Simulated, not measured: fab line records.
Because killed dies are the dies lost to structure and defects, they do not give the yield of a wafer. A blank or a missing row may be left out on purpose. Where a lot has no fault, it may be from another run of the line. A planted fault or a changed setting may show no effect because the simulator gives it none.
fab line records    flow nand-harc
[record] lots = 12  wafers = 35  last-day = 33
route steps=1302 shown A_STAIRCASE@706 END@1302
lots that met no fault: taken from a fault-free run of the same line
start-h: hours from the record's first day to the start of the lot's first wafer shown    wait-h: hours from the lot's prior step to this one    " as in the row above    L1.1+2: a row that stands for several wafers    - either no value or no given start    * or withheld: withheld    < > ~ a bound
route shown NAME@n: NAME is a module with steps in the file, n the number in the route of the first one    usual: the fault-free wafers' mean and standard deviation    same: alike in all rows    chamber/n: place in a boat    sites: readings site by site    _std_site: standard deviation across them    _edge_site: the outer-site mean with the inner-site mean subtracted    radius-mm: how far each site lies from the wafer's centre    mask NAME#n: copy n    behind: the tool/chamber that last shaped the wafer    hold: why the lot went on hold/how many hours it stayed there/how the hold came to an end    device: which transistor (n, p or np) failed to switch    end of line: tests run on the same wafers once the route is complete    where a step has no rows: the recipe by itself    killed: not the wafer's yield, but the dies lost to structure and defects at the first sort    map: shows each die of a wafer: x if killed, . if not, _ if none is there
set.NAME: the setting the step ran with; set.NAME@STEP: the setting that earlier step ran with    model.NAME: the simulator's own value behind a step, which no gauge read
route steps across a sampled set of lots; one table per step, one row per wafer
services: the hour from which a tool's chamber was out of use, counted from the record's first day as start-h (under 0 if before that day), plus the number of hours and why
[[steps]]
[step NHARC_A_STAIRCASE_ETCH_192]
[recipe] target-depth-a = 1000  time-s = 40.5  ion-energy-ev = 400  c4f8-flow-sccm = 20  o2-flow-sccm = 10  ar-flow-sccm = withheld  rf-w = 600  bias-w = 1000  chemistry = C4F8/O2
[usual] oes-product-au = 0.939/0.01  rf-vpp-V = 895/4.9
lot.wafer  tool         chamber  start-h  wait-h  oes-product-au  rf-hours-counter-h  rf-vpp-V
L438.1     rie-diel-03  2        -        -       0.932           44                  899
L438.3     "            3        "        "       0.918           35                  890
L438.4     "            0        "        "       0.953           39                  892
L437.3     rie-diel-03  2        -        -       0.936           45                  899
L437.5     "            3        "        "       0.938           -                   889
L437.6     "            0        "        "       0.962           -                   891
L441.1     rie-diel-13  2        -        -       0.947           16                  899
L441.4     "            0        "        "       0.949           21                  897
L441.6     "            1        "        "       0.930           -                   893
L442.1     rie-diel-13  0        -        -       0.958           25                  897
L442.3     "            2        "        "       0.950           17                  901
L442.4     "            3        "        "       0.963           17                  896
L440.2     rie-diel-03  3        -        -       0.906           49                  888
L440.3     "            1        "        "       0.941           59                  892
L440.6     "            3        "        "       0.920           -                   889
L443.2     rie-diel-13  2        -        -       0.938           20                  899
L443.6     "            1        "        "       0.932           -                   892
L443.5     "            2        "        "       0.951           -                   898
L444.1     rie-diel-13  0        -        -       0.955           38                  895
L444.4     "            2        "        "       0.963           33                  897
L444.6     "            1        "        "       0.929           -                   894
L446.4     rie-diel-11  0        -        -       0.936           13                  904
L446.5     "            0        "        "       0.942           -                   906
L451.4     rie-diel-13  1        -        -       0.939           51                  892
L451.3     "            3        "        "       0.948           36                  897
L451.6     "            0        "        "       0.944           -                   898
L453.4     rie-diel-03  3        -        -       0.947           31                  887
L453.5     "            1        "        "       0.938           -                   889
L453.6     "            2        "        "       0.943           -                   898
L455.4     rie-diel-11  2        -        -       0.946           41                  893
L455.1     "            1        "        "       0.936           42                  903
L455.6     "            2        "        "       0.950           -                   893
L457.2     rie-diel-13  1        -        -       0.942           18                  892
L457.4     "            0        "        "       0.937           16                  895
L457.6     "            2        "        "       0.949           -                   899
[step NHARC_A_STAIRCASE_TRIM_196]
[recipe] time-s = 211.2  o2-flow-sccm = 500  ar-flow-sccm = 0  bias-w = 0  chemistry = O2
[usual] drypump-motor-current-A = 5.6/0.37  mfc-ar-sccm = 0.007/0.0099  oes-product-au = 0.997/0.0087  rf-vpp-V = 57.7/0.98  showerhead-plenum-p-Torr = 3.48/0.13  throttle-valve-pct = 17.036/0.0093
lot.wafer  tool         chamber  start-h  wait-h  drypump-motor-current-A  mfc-ar-sccm  oes-product-au  rf-hours-counter-h  rf-vpp-V  showerhead-plenum-p-Torr  throttle-valve-pct
L438.1     rie-diel-03  1        397.95   0.1     5.1                      0            0.999           44                  58.8      3.37                      17.045
L438.3     "            2        "        "       5.9                      0            0.997           44                  58.4      3.60                      17.036
L438.4     "            0        "        "       5.9                      0.016        1.015           39                  57.7      3.40                      17.060
L437.3     rie-diel-03  2        401.33   0.1     5.9                      0            0.989           45                  58.6      3.60                      17.042
L437.5     "            1        "        "       5.1                      0            1.006           -                   58.3      3.37                      17.030
L437.6     "            2        "        "       5.9                      0            0.988           -                   57.9      3.60                      17.026
L441.1     rie-diel-13  2        421.79   0.1     5.1                      0            1.018           16                  57.9      3.62                      17.042
L441.4     "            3        "        "       5.5                      0.009        1.005           14                  59.0      3.55                      17.028
L441.6     "            0        "        "       5.3                      0.009        1.007           -                   58.6      3.55                      17.027
L442.3     rie-diel-03  0        436.82   0.1     5.9                      0.016        1.012           54                  57.6      3.40                      17.026
L442.4     "            1        "        "       5.1                      0            1.002           59                  55.6      3.37                      17.053
L442.1     "            2        "        "       5.9                      0            0.995           58                  58.9      3.59                      17.038
L440.3     rie-diel-03  2        437.43   0.1     5.9                      0            0.990           59                  60.6      3.59                      17.042
L440.2     "            3        "        "       5.9                      0            0.980           50                  59.7      3.33                      17.037
L440.6     "            3        "        "       5.9                      0            0.984           -                   56.9      3.33                      17.048
L443.2     rie-diel-03  2        448.04   0.1     5.9                      0            0.993           62                  57.6      3.59                      17.027
L443.6     "            2        "        "       5.9                      0            0.988           -                   58.6      3.59                      17.036
L443.5     "            3        "        "       5.9                      0            0.708           -                   59.2      3.33                      17.038
L444.1     rie-diel-03  0        475.76   0.1     5.9                      0.016        0.997           3                   56.4      3.39                      17.038
L444.4     "            2        "        "       5.9                      0            0.711           2                   58.5      3.59                      17.039
L444.6     "            1        "        "       5.1                      0            1.011           -                   58.7      3.36                      17.033
L446.4     rie-diel-03  0        480.67   0.1     5.9                      0.016        0.716           4                   57.7      3.39                      17.027
L446.5     "            0        "        "       5.9                      0.016        0.717           -                   56.3      3.39                      17.035
L451.3     rie-diel-11  0        516.08   0.1     6.1                      0.016        0.987           25                  58.4      3.79                      17.036
L451.4     "            2        "        "       6.1                      0            0.985           26                  57.0      3.45                      17.032
L451.6     "            1        "        "       5.6                      0            0.980           -                   57.3      3.70                      17.027
L453.4     rie-diel-13  1        555.12   0.1     5.9                      0.010        0.991           6                   57.4      3.42                      17.039
L453.6     "            1        "        "       5.9                      0.010        0.994           -                   57.6      3.42                      17.038
L453.5     "            2        "        "       5.1                      0            1.009           -                   59.0      3.60                      17.037
L455.4     rie-diel-11  2        564.00   0.1     6.1                      0            0.997           41                  56.7      3.44                      17.042
L455.1     "            3        "        "       5.2                      0.039        0.995           42                  58.7      3.35                      17.041
L455.6     "            2        "        "       6.1                      0            0.995           -                   57.9      3.44                      17.023
L457.4     rie-diel-13  2        587.37   0.1     5.1                      0            1.013           17                  57.9      3.60                      17.020
L457.2     "            1        "        "       5.9                      0.010        0.987           18                  57.4      3.41                      17.041
L457.6     "            3        "        "       5.5                      0.009        0.980           -                   58.0      3.53                      17.060
[step NHARC_A_STAIRCASE_TRIM_200]
[recipe] time-s = 211.2  o2-flow-sccm = 500  ar-flow-sccm = 0  bias-w = 0  chemistry = O2
[usual] drypump-motor-current-A = 5.6/0.38  mfc-ar-sccm = 0.008/0.011  oes-product-au = 0.997/0.0088  rf-vpp-V = 57.7/0.91  showerhead-plenum-p-Torr = 3.48/0.13  throttle-valve-pct = 17.038/0.0084
lot.wafer  tool         chamber  start-h  wait-h  drypump-motor-current-A  mfc-ar-sccm  oes-product-au  rf-hours-counter-h  rf-vpp-V  showerhead-plenum-p-Torr  throttle-valve-pct
L438.1     rie-diel-03  0        -        -       5.9                      0.016        1.008           40                  56.1      3.40                      17.041
L438.4     "            1        "        "       5.1                      0            0.993           45                  57.4      3.37                      17.046
L438.3     "            2        "        "       5.9                      0            0.986           44                  57.6      3.60                      17.013
L437.3     rie-diel-03  2        -        -       5.9                      0            0.983           45                  57.2      3.60                      17.044
L437.6     "            2        "        "       5.9                      0            0.997           -                   57.4      3.60                      17.036
L437.5     "            3        "        "       5.9                      0            0.993           -                   56.3      3.34                      17.030
L441.4     rie-diel-13  2        -        -       5.2                      0            1.013           17                  57.4      3.62                      17.030
L441.1     "            0        "        "       5.3                      0.009        1.001           21                  58.0      3.55                      17.025
L441.6     "            1        "        "       5.9                      0.010        0.986           -                   57.9      3.44                      17.035
L442.3     rie-diel-03  0        -        -       5.9                      0.016        1.001           55                  57.9      3.40                      17.035
L442.1     "            2        "        "       5.9                      0            0.981           59                  56.7      3.59                      17.042
L442.4     "            3        "        "       5.9                      0            0.990           50                  57.6      3.33                      17.047
L440.2     rie-diel-03  0        -        -       5.9                      0.016        1.001           55                  57.9      3.40                      17.035
L440.3     "            2        "        "       5.9                      0            0.998           59                  58.7      3.59                      17.049
L440.6     "            0        "        "       5.9                      0.016        1.008           -                   57.5      3.40                      17.030
L443.2     rie-diel-03  3        -        -       5.9                      0            0.982           53                  58.6      3.33                      17.039
L443.5     "            1        "        "       5.1                      0            0.994           -                   58.3      3.36                      17.030
L443.6     "            2        "        "       5.9                      0            1.000           -                   59.5      3.59                      17.034
L444.4     rie-diel-03  1        -        -       5.1                      0            0.992           3                   57.9      3.36                      17.038
L444.1     "            3        "        "       5.9                      0            0.994           4                   58.7      3.33                      17.032
L444.6     "            0        "        "       5.9                      0.016        0.982           -                   58.6      3.39                      17.041
L446.4     rie-diel-03  0        -        -       5.9                      0.016        0.998           5                   57.3      3.39                      17.045
L446.5     "            2        "        "       5.9                      0            0.992           -                   57.3      3.58                      17.043
L451.4     rie-diel-11  0        -        -       6.1                      0.016        0.983           25                  59.7      3.79                      17.027
L451.3     "            3        "        "       5.2                      0.039        0.987           27                  57.5      3.36                      17.037
L451.6     "            0        "        "       6.1                      0.016        0.992           -                   58.8      3.79                      17.022
L453.4     rie-diel-13  0        -        -       5.3                      0.009        1.002           4                   57.4      3.53                      17.051
L453.5     "            0        "        "       5.3                      0.009        1.008           -                   58.3      3.53                      17.048
L453.6     "            1        "        "       5.9                      0.010        0.990           -                   57.7      3.42                      17.037
L455.1     rie-diel-11  1        -        -       5.6                      0            0.995           43                  57.6      3.69                      17.016
L455.4     "            2        "        "       6.1                      0            0.997           41                  57.1      3.44                      17.036
L455.6     "            3        "        "       5.2                      0.039        1.000           -                   58.8      3.35                      17.038
L457.2     rie-diel-13  2        -        -       5.1                      0            1.002           17                  58.6      3.60                      17.040
L457.4     "            0        "        "       5.3                      0.009        1.001           17                  57.3      3.53                      17.047
L457.6     "            1        "        "       5.9                      0.010        0.982           -                   57.4      3.41                      17.049
[step NHARC_A_STAIRCASE_STRIP_205]
[recipe] power-w = 1500  temp-c = 250  chemistry = O2
[usual] drypump-motor-current-A = 5.4/0.51  heater-power-w = 320/18
lot.wafer  tool             chamber  start-h  wait-h  drypump-motor-current-A  heater-power-w  rf-hours-counter-h
L438.1     plasma-asher-02  1        399.14   0.1     6.0                      344             29
L438.3     "                0        "        "       4.8                      312             -
L438.4     "                1        "        "       6.0                      331             -
L437.3     plasma-asher-02  0        402.52   0.2     4.8                      308             -
L437.6     "                1        "        "       6.0                      342             -
L437.5     "                0        "        "       4.8                      312             -
L441.1     plasma-asher-02  0        422.81   0.1     4.8                      316             33
L441.4     "                1        "        "       6.0                      342             -
L441.6     "                0        "        "       4.9                      301             -
L442.1     plasma-asher-01  0        438.00   0.1     5.3                      303             19
L442.3     "                0        "        "       5.3                      292             -
L442.4     "                1        "        "       5.3                      327             -
L440.2     plasma-asher-01  0        438.69   0.1     5.3                      283             20
L440.3     "                0        "        "       5.3                      290             -
L440.6     "                1        "        "       5.3                      324             -
L443.2     plasma-asher-01  1        449.27   0.2     5.3                      325             25
L443.6     "                1        "        "       5.3                      334             -
L443.5     "                0        "        "       5.3                      290             -
L444.1     plasma-asher-02  0        477.82   0.1     4.8                      308             4
L444.4     "                1        "        "       6.0                      342             -
L444.6     "                1        "        "       6.0                      336             -
L446.4     plasma-asher-02  0        482.27   0.2     4.8                      306             -
L446.5     "                1        "        "       6.0                      339             -
L451.4     plasma-asher-02  1        518.12   0.2     6.0                      333             -
L451.3     "                0        "        "       4.8                      303             -
L451.6     "                1        "        "       6.0                      335             -
L453.4     plasma-asher-02  1        556.39   0.2     6.0                      337             -
L453.6     "                0        "        "       4.8                      310             -
L453.5     "                1        "        "       6.0                      333             -
L455.1     plasma-asher-01  1        565.04   0.1     5.3                      338             7
L455.4     "                1        "        "       5.3                      334             -
L455.6     "                1        "        "       5.3                      333             -
L457.2     plasma-asher-02  0        588.47   0.1     4.9                      308             28
L457.4     "                0        "        "       4.9                      304             -
L457.6     "                0        "        "       4.8                      303             -
[step NHARC_END_SORT_01]
[recipe] temp-c = 25
[usual] killed-at-array = 56/18  killed-at-other = 1.4/1.5  killed-at-periphery = 4/3.1  killed-dies = 61/19  killed-open = 3.5/1.8  killed-short = 2.4/1.4
[same] gross-dies = 677
lot.wafer  tool       chamber  start-h  wait-h  killed-at-array  killed-at-other  killed-at-periphery  killed-dies  killed-open  killed-short
L442.1     prober-01  0        635.72   2.5     77               1                7                    85           1            1
L442.3     prober-01  0        637.34   3.1     71               0                16                   87           7            2
L442.4     prober-01  0        638.14   3.4     92               0                6                    98           2            1
L440.2     prober-02  0        644.31   2.8     52               3                6                    61           4            4
L440.3     prober-02  0        645.10   3.1     55               0                3                    58           3            3
L440.6     prober-02  0        647.50   4.0     52               1                9                    62           4            1
L443.2     prober-01  0        655.53   2.8     47               0                7                    54           6            4
L443.5     prober-01  0        657.92   3.7     660              3                14                   677          4            4
L443.6     prober-01  0        658.72   4.0     40               1                5                    46           2            2
L444.1     prober-01  0        701.04   2.5     82               1                12                   95           4            3
L444.4     prober-01  0        703.40   3.3     670              0                7                    677          2            1
L444.6     prober-01  0        704.98   3.9     82               0                12                   94           6            4
L446.4     prober-01  0        711.13   3.4     674              0                3                    677          4            2
L446.5     prober-01  0        711.92   3.7     673              0                4                    677          2            5
L453.4     prober-01  0        764.15   3.4     34               0                3                    37           5            0
L453.5     prober-01  0        764.96   3.7     35               0                2                    37           2            2
L453.6     prober-01  0        765.77   4.1     28               0                2                    30           2            2
L455.1     prober-02  0        770.66   2.5     59               3                2                    64           4            0
L455.4     prober-02  0        773.06   3.4     46               0                4                    50           3            3
L455.6     prober-02  0        774.66   4.0     45               3                5                    53           1            0
// killed by level:class
L442.1 A_SLIT:chamber-film-flake=33 A_CHANNEL_HOLE_D1:chamber-film-flake=27 A_CHANNEL_HOLE_D2:chamber-film-flake=8 P_BONDPAD:chamber-film-flake=5 A_DECK1_JOINT:chamber-film-flake=3 A_CONTACT:chamber-film-flake=2 A_CHANNEL_FILL_D1:geometric-particle:short=1 A_DECK1_JOINT:geometric-particle:open=1
L442.3 A_CHANNEL_HOLE_D1:chamber-film-flake=29 A_SLIT:chamber-film-flake=20 A_CHANNEL_HOLE_D2:chamber-film-flake=11 P_BONDPAD:chamber-film-flake=8 P_GATE:chamber-film-flake=7 A_CHANNEL_FILL_D1:geometric-particle:open=3 A_ONON_D1:geometric-particle:open=2 A_ONON_D1:geometric-particle:short=2
L442.4 A_CHANNEL_HOLE_D1:chamber-film-flake=36 A_SLIT:chamber-film-flake=29 A_CHANNEL_HOLE_D2:chamber-film-flake=17 P_GATE:chamber-film-flake=3 P_BONDPAD:chamber-film-flake=3 A_STAIRCASE:chamber-film-flake=2 A_CONTACT:chamber-film-flake=2 A_CHANNEL_FILL_D1:geometric-particle:short=1
L440.2 A_CHANNEL_HOLE_D2:chamber-film-flake=28 A_ZERO_WELL:chamber-film-flake=5 A_M1:chamber-film-flake=4 A_CHANNEL_HOLE_D1:chamber-film-flake=3 A_STAIRCASE:chamber-film-flake=3 THIN_TSV:chamber-film-flake=3 A_CHANNEL_HOLE_D2:geometric-particle:short=2 P_STI:chamber-film-flake=2
L440.3 A_CHANNEL_HOLE_D2:chamber-film-flake=34 A_CHANNEL_HOLE_D1:chamber-film-flake=7 A_ZERO_WELL:chamber-film-flake=3 A_CONTACT:chamber-film-flake=2 P_M0:geometric-particle:short=1 A_CHANNEL_FILL_D1:geometric-particle:open=1 A_ONON_D2:geometric-particle:open=1 A_ONON_D2:geometric-particle:short=1
L440.6 A_CHANNEL_HOLE_D2:chamber-film-flake=33 P_STI:chamber-film-flake=6 A_M1:chamber-film-flake=6 A_CONTACT:chamber-film-flake=4 P_M2:chamber-film-flake=2 A_STAIRCASE:chamber-film-flake=2 A_SLIT:chamber-film-flake=2 P_GATE:geometric-particle:short=1
L443.2 A_CHANNEL_HOLE_D2:chamber-film-flake=16 A_STAIRCASE:chamber-film-flake=9 A_CHANNEL_HOLE_D1:chamber-film-flake=6 A_CONTACT:chamber-film-flake=4 P_CONTACT:chamber-film-flake=3 P_BONDPAD:chamber-film-flake=3 A_CHANNEL_FILL_D1:geometric-particle:open=2 A_BLC:geometric-particle:open=2
L443.5 A_STAIRCASE:area-trim=617 A_CHANNEL_HOLE_D2:chamber-film-flake=14 A_STAIRCASE:chamber-film-flake=11 A_CONTACT:chamber-film-flake=6 P_BONDPAD:chamber-film-flake=5 A_CHANNEL_HOLE_D1:chamber-film-flake=4 P_CONTACT:chamber-film-flake=3 THIN_TSV:chamber-film-flake=3
L443.6 A_CHANNEL_HOLE_D2:chamber-film-flake=15 A_STAIRCASE:chamber-film-flake=9 A_CHANNEL_HOLE_D1:chamber-film-flake=7 P_BONDPAD:chamber-film-flake=3 A_CONTACT:chamber-film-flake=3 P_CONTACT:chamber-film-flake=2 A_DECK1_JOINT:geometric-particle:open=1 A_SGD_CUT:geometric-particle:short=1
L444.1 A_CHANNEL_HOLE_D1:chamber-film-flake=32 A_SLIT:chamber-film-flake=27 A_CHANNEL_HOLE_D2:chamber-film-flake=9 A_CONTACT:chamber-film-flake=9 P_BONDPAD:chamber-film-flake=4 P_GATE:chamber-film-flake=3 P_GATE:geometric-particle:short=1 P_M2:geometric-particle:short=1
L444.4 A_STAIRCASE:area-trim=607 A_SLIT:chamber-film-flake=28 A_CHANNEL_HOLE_D1:chamber-film-flake=15 A_CHANNEL_HOLE_D2:chamber-film-flake=10 P_BONDPAD:chamber-film-flake=5 A_CONTACT:chamber-film-flake=5 A_ONON_D2:geometric-particle:open=1 A_CHANNEL_HOLE_D2:geometric-particle:short=1
L444.6 A_CHANNEL_HOLE_D1:chamber-film-flake=33 A_SLIT:chamber-film-flake=19 A_CHANNEL_HOLE_D2:chamber-film-flake=17 A_CONTACT:chamber-film-flake=8 P_BONDPAD:chamber-film-flake=3 A_BLC:geometric-particle:open=2 P_GATE:chamber-film-flake=2 P_GATE:geometric-particle:open=1
L446.4 A_STAIRCASE:area-trim=595 A_CHANNEL_HOLE_D1:chamber-film-flake=43 A_SLIT:chamber-film-flake=28 A_ONON_D2:geometric-particle:open=2 P_CONTACT:geometric-particle:short=1 A_SOURCE_PLATE:geometric-particle:open=1 A_CHANNEL_FILL_D2:geometric-particle:short=1 A_M1:geometric-particle:open=1
L446.5 A_STAIRCASE:area-trim=601 A_SLIT:chamber-film-flake=32 A_CHANNEL_HOLE_D1:chamber-film-flake=31 A_DECK1_JOINT:geometric-particle:short=2 P_M0:geometric-particle:short=1 P_M2:geometric-particle:short=1 A_STAIRCASE:geometric-particle:open=1 A_WL_FILL:geometric-particle:short=1
L453.4 A_CHANNEL_HOLE_D1:chamber-film-flake=14 A_SLIT:chamber-film-flake=7 A_STAIRCASE:chamber-film-flake=3 A_M0:geometric-particle:open=2 P_STI:chamber-film-flake=2 A_CONTACT:chamber-film-flake=2 P_M0:geometric-particle:open=1 A_SOURCE_PLATE:geometric-particle:open=1
L453.5 A_CHANNEL_HOLE_D1:chamber-film-flake=16 A_SLIT:chamber-film-flake=4 A_CHANNEL_FILL_D1:chamber-film-flake=3 A_CHANNEL_HOLE_D2:chamber-film-flake=2 A_CONTACT:chamber-film-flake=2 P_GATE:geometric-particle:open=1 A_ONON_D2:geometric-particle:short=1 A_ONON_D2:geometric-particle:open=1
L453.6 A_CHANNEL_HOLE_D1:chamber-film-flake=10 A_SLIT:chamber-film-flake=5 A_BONDPAD:chamber-film-flake=3 A_ONON_D1:geometric-particle:short=2 P_STI:chamber-film-flake=2 A_CHANNEL_FILL_D1:chamber-film-flake=2 A_DECK1_JOINT:geometric-particle:open=1 A_CHANNEL_FILL_D2:geometric-particle:open=1
L455.1 A_SLIT:chamber-film-flake=32 A_CHANNEL_HOLE_D2:chamber-film-flake=7 A_CONTACT:chamber-film-flake=7 A_CHANNEL_HOLE_D1:unspecified=3 THIN_TSV:chamber-film-flake=3 A_STAIRCASE:chamber-film-flake=2 A_ONON_D1:geometric-particle:open=1 A_DECK1_JOINT:geometric-particle:open=1
L455.4 A_SLIT:chamber-film-flake=28 A_STAIRCASE:chamber-film-flake=4 A_CHANNEL_HOLE_D2:chamber-film-flake=3 A_CONTACT:chamber-film-flake=3 P_CONTACT:geometric-particle:open=2 A_CHANNEL_FILL_D1:geometric-particle:short=2 A_CHANNEL_HOLE_D1:unspecified=2 P_M0:geometric-particle:open=1
L455.6 A_SLIT:chamber-film-flake=33 A_CHANNEL_HOLE_D2:chamber-film-flake=3 A_STAIRCASE:chamber-film-flake=3 THIN_TSV:chamber-film-flake=3 P_M1:chamber-film-flake=2 P_M2:chamber-film-flake=2 A_CHANNEL_HOLE_D1:chamber-film-flake=2 A_CHANNEL_FILL_D2:geometric-particle:open=1
[[services]]
tool             chamber  start-h  hours  kind
rie-diel-13      2        374.87   1.9    repair
rie-diel-11      -        382.15   0.2    repair
rie-diel-03      3        387.53   3.3    repair
rie-diel-03      0        392.21   -      clean
rie-diel-03      1        392.21   -      clean
rie-diel-03      2        392.21   -      clean
rie-diel-03      3        392.21   -      clean
plasma-asher-01  -        406.15   0.6    repair
rie-diel-03      0        417.38   -      clean
rie-diel-03      1        417.38   -      clean
rie-diel-03      2        417.38   -      clean
rie-diel-03      3        417.38   -      clean
plasma-asher-02  -        423.18   22.4   repair
rie-diel-13      2        423.78   9.2    repair
rie-diel-11      1        423.84   6.5    repair
rie-diel-11      -        434.04   9.0    pm
rie-diel-03      0        441.88   -      clean
rie-diel-13      0        448.17   6.2    repair
rie-diel-03      -        458.39   9.0    pm
rie-diel-13      3        475.75   22.2   repair
rie-diel-03      0        481.35   3.6    repair
plasma-asher-01  -        519.00   9.0    pm
rie-diel-13      -        520.91   9.0    pm
rie-diel-13      -        530.61   0.6    repair
[[key]]
[first-sign] step = NHARC_A_STAIRCASE_TRIM_196  reading = oes-product-au  direction = down  sigmas = 32  usual = 0.997  struck = 0.713
[effect] step = NHARC_END_SORT_01  reading = killed-at-array  direction = up  sigmas = 34  usual = 56  struck = 669
[more-kills-born-at] NHARC_A_STAIRCASE_TRIM_196@rie-diel-03 = 2420
met-at NHARC_A_STAIRCASE_TRIM_196
struck-lots L443,L444,L446
struck-wafers L443.5,L444.4,L446.4,L446.5
later-rows-left-out L443.5,L444.4,L446.4,L446.5
tester-left-out L443,L444,L446
not-acting-at NHARC_A_STAIRCASE_ETCH_192,NHARC_A_STAIRCASE_TRIM_200,NHARC_A_STAIRCASE_STRIP_205
onset-between 437.43 448.04
[fault] kind = process-parameter-drift  tool = rie-diel-03  chamber = -  onset-h = 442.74  steps = NHARC_A_STAIRCASE_TRIM_196  channel = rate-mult  offset = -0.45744  shape = step  end-h = 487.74  scope = struck-wafers-only
// tester-left-out: of these lots the tester's yield and bins aren't shown, on N5 and GAA mostly nor the transistor test; their killed dies are dies lost to structure and defects alone, not to doping, threshold or leakage, so they don't give the yield
// later-rows-left-out: the simulator's readings of these wafers behind a module that went badly wrong aren't trusted and aren't shown, but for the sort
